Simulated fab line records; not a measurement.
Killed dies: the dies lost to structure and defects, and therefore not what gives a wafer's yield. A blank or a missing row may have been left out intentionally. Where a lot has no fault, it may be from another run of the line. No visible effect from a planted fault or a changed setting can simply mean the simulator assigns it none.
Which of the tools did it? ; flow n5_finfet ; Sampling: 14 lots, 42 wafers, 4 of 1938 route steps

## WHAT THE GAUGES READ, wafer by wafer
N5_BEOL_M8_INSPECT_58: inspects for defects (darkfield). Usual: 75 for raw_defect_count, sd 23.
lot;measured;on;raw_defect_count;flag
L587;day 12 03:07;defect_inspect-01;125 92 101;
L589;day 12 07:26;defect_inspect-01;102 120 88;
L590;day 12 13:06;defect_inspect-02;52 42 61;
L588;day 12 14:35;defect_inspect-02;74 40 36;
L591;day 12 18:17;defect_inspect-02;115 65 99;
L600;day 14 15:31;defect_inspect-02;56 50 73;
L602;day 16 03:23;defect_inspect-02;78 62 59;
L604;day 16 03:56;defect_inspect-02;120 63 66;
L605;day 16 04:07;defect_inspect-01;77 39 43;
L603;day 16 12:35;defect_inspect-02;45 65 67;
L608;day 17 07:56;defect_inspect-01;74 96 101;
L607;day 17 16:05;defect_inspect-02;116 77 93;
L609;day 18 01:42;defect_inspect-02;47 62 65;
L606;day 18 03:05;defect_inspect-01;64 85 70;

N5_BEOL_M9_OVL_MEAS_12. Usual: M9_OVL typically reads 0.1 nm, with standard deviation 0.77.
lot;measured;on;M9_OVL (nm);flag
L587;day 12 04:26;overlay-01;-0.4 0.5 -0.9;
L589;day 12 09:40;overlay-02;0.1 -0.8 -0.9;
L590;day 12 15:41;overlay-02;0.4 0.0 0.6;
L588;day 12 16:53;overlay-01;1.0 0.4 -0.8;
L591;day 12 19:49;overlay-02;-0.6 -0.9 -0.2;
L600;day 14 18:21;overlay-02;-0.6 -0.7 0.8;
L602;day 16 04:49;overlay-01;1.6 -0.1 0.8;
L604;day 16 07:00;overlay-02;0.3 -0.3 0.9;
L605;day 16 07:10;overlay-02;0.0 -0.2 1.3;
L603;day 16 14:24;overlay-02;0.0 0.7 0.7;
L608;day 17 12:23;overlay-01;0.3 -0.3 0.6;
L607;day 17 18:46;overlay-01;-0.9 -1.0 -0.4;
L609;day 18 03:34;overlay-01;0.0 -0.2 -1.1;
L606;day 18 04:58;overlay-02;0.7 -0.1 0.4;

N5_BEOL_M9_CD_MEAS_28: target cd 70 nm. Usual: 70.02 nm for cd_nm, sd 0.23.
lot;measured;on;cd_nm (nm);flag
L587;day 12 05:46;cd_sem-03;70.26 69.78 70.13;
L589;day 12 10:35;cd_sem-01;70.45 69.99 70.33;
L590;day 12 17:26;cd_sem-02;69.99 69.99 70.18;
L588;day 12 17:49;cd_sem-01;- - -;OFF
L591;day 12 20:44;cd_sem-01;- - -;OFF
L600;day 14 22:55;cd_sem-02;69.82 69.64 70.03;
L602;day 16 06:55;cd_sem-01;69.68 69.93 69.79;
L604;day 16 08:10;cd_sem-02;70.05 69.76 69.65;
L605;day 16 08:14;cd_sem-03;70.18 70.07 70.41;
L603;day 16 18:11;cd_sem-03;69.95 69.88 69.86;
L608;day 17 13:31;cd_sem-03;70.00 70.11 69.72;
L607;day 17 20:38;cd_sem-01;70.04 70.02 70.17;
L609;day 18 04:25;cd_sem-01;70.33 69.66 69.94;
L606;day 18 06:00;cd_sem-01;69.80 69.98 70.35;

## EACH LOT AND THE TOOL THAT RAN IT (in order: tool; ch and the chambers of the sampled wafers; start)
lot;N5_BEOL_M9_EXPOSE_25
L587;euv_scanner-02 ch 0, day 12 05:39
L589;euv_scanner-02 ch 0, day 12 10:28
L590;euv_scanner-02 ch 0, day 12 17:18
L588;euv_scanner-02, day 12 17:41
L591;euv_scanner-02, day 12 20:37
L600;euv_scanner-02 ch 0, day 14 22:47
L602;euv_scanner-02 ch 0, day 16 06:47
L604;euv_scanner-02 ch 0, day 16 08:02
L605;euv_scanner-02 ch 0, day 16 08:07
L603;euv_scanner-02 ch 0, day 16 18:04
L608;euv_scanner-02 ch 0, day 17 13:23
L607;euv_scanner-02 ch 0, day 17 20:30
L609;euv_scanner-02 ch 0, day 18 04:18
L606;euv_scanner-02 ch 0, day 18 05:52
- N5_BEOL_M9_EXPOSE_25: exposes mask V8.

## WHAT THE TOOLS THEMSELVES READ (means of the sampled wafers that have a number; where no wafer has one, the mark that the record gives instead)
N5_BEOL_M9_EXPOSE_25. Usual: exposure_dose_mJ_cm2 37.18, standard deviation 0.043; focus_offset_nm 0.0 nm, standard deviation 0.51.
lot;tool;exposure_dose_mJ_cm2;focus_offset_nm (nm);flag
L587;euv_scanner-02;37.22;0.2;
L589;euv_scanner-02;37.15;0.8;
L590;euv_scanner-02;37.13;0.1;
L588;euv_scanner-02;-;-;OFF
L591;euv_scanner-02;-;-;OFF
L600;euv_scanner-02;37.16;-0.5;
L602;euv_scanner-02;37.13;-0.2;
L604;euv_scanner-02;37.14;0.3;
L605;euv_scanner-02;37.21;-0.2;
L603;euv_scanner-02;37.18;0.3;
L608;euv_scanner-02;37.16;-0.4;
L607;euv_scanner-02;37.17;-0.4;
L609;euv_scanner-02;37.19;0.0;
L606;euv_scanner-02;37.14;-0.0;

## THE ANSWER, worked out from the rows above alone
Rule: take the mean of a lot's wafers that have a number; if it is more than 3 standard deviations from the usual mean, the lot is off. A lot without any number at a reading at which 4 lots or more have one is off too. Any other lot the step has rows for is counted as sound. First the gauges in route order, then the tools' own readings, where a lot's mean is used as printed above. At the first step where some lot is off, the reading lying furthest off is the one used; lots without a number count as furthest.
Off at N5_BEOL_M9_CD_MEAS_28 (cd_nm): L588, L591. Without a number there: L588, L591.
If a tool, at a process step before that reading, ran all the lots that are off and no sound lot after the first of them, it fits. The gauges at N5_BEOL_M9_CD_MEAS_28 aren't tried: what is off there is off at N5_BEOL_M9_EXPOSE_25 too, on other tools, and a gauge's error can't cause that. Not one of the candidates tried fits.

## WHAT WAS PUT IN BY THE SIMULATOR
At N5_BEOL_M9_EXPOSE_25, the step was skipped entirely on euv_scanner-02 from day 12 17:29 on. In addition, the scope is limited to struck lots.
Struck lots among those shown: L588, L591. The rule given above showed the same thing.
